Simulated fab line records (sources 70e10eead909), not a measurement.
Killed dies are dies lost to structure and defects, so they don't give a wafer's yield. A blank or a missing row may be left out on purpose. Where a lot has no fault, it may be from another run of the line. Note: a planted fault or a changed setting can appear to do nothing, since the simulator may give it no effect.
Matching of chambers || flow nand harc || cmp-03 running NHARC_A_STAIRCASE_CMP_472: 4 sister chambers
The step polishes SiO2. 4 wafers are shown with their chamber, then 8 later ones without.

## WAFERS WITH THEIR CHAMBER
{"wafer": "L083.1", "chamber": 0, "motor current A (A)": 12.8}
{"wafer": "L083.5", "chamber": 1, "motor current A (A)": 11.4}
{"wafer": "L085.2", "chamber": 3, "motor current A (A)": 12.1}
{"wafer": "L088.1", "chamber": 2, "motor current A (A)": 9.5}

## WAFERS WITH NO CHAMBER GIVEN
{"wafer": "L088.3", "motor current A (A)": 12.8}
{"wafer": "L088.6", "motor current A (A)": 12.1}
{"wafer": "L094.3", "motor current A (A)": 11.4}
{"wafer": "L094.4", "motor current A (A)": 12.2}
{"wafer": "L094.6", "motor current A (A)": 9.0}
{"wafer": "L096.3", "motor current A (A)": 9.9}
{"wafer": "L096.4", "motor current A (A)": 13.5}
{"wafer": "L096.6", "motor current A (A)": 12.6}

## CHAMBER TAKEN BY EACH
{"wafer": "L088.3", "from the rows above": 0, "in truth": 0}
{"wafer": "L088.6", "from the rows above": 3, "in truth": 3}
{"wafer": "L094.3", "from the rows above": 1, "in truth": 1}
{"wafer": "L094.4", "from the rows above": "can't be placed: 3 or 0", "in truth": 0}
{"wafer": "L094.6", "from the rows above": 2, "in truth": 2}
{"wafer": "L096.3", "from the rows above": 2, "in truth": 2}
{"wafer": "L096.4", "from the rows above": 0, "in truth": 0}
{"wafer": "L096.6", "from the rows above": "can't be placed: 0 or 3", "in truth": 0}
Correctly placed: 6 of 8. Cannot be placed on the basis of these rows: 2; the candidates contain the true chamber in 2. Wrongly placed: 0.
How it was worked out, from the rows above alone: a wafer's distance from a chamber is the root of the sum, over the readings, of the square of ((its reading less the chamber's mean) divided by the reading's scatter). If the next closest chamber is less than 2 further off than the closest, the wafer can't be placed; otherwise it belongs to the closest. The mean given for a chamber averages the wafers shown for that chamber. The scatter: with one shown wafer a chamber, the root of the mean of the squares of how far each hidden wafer lies from its nearest shown one.
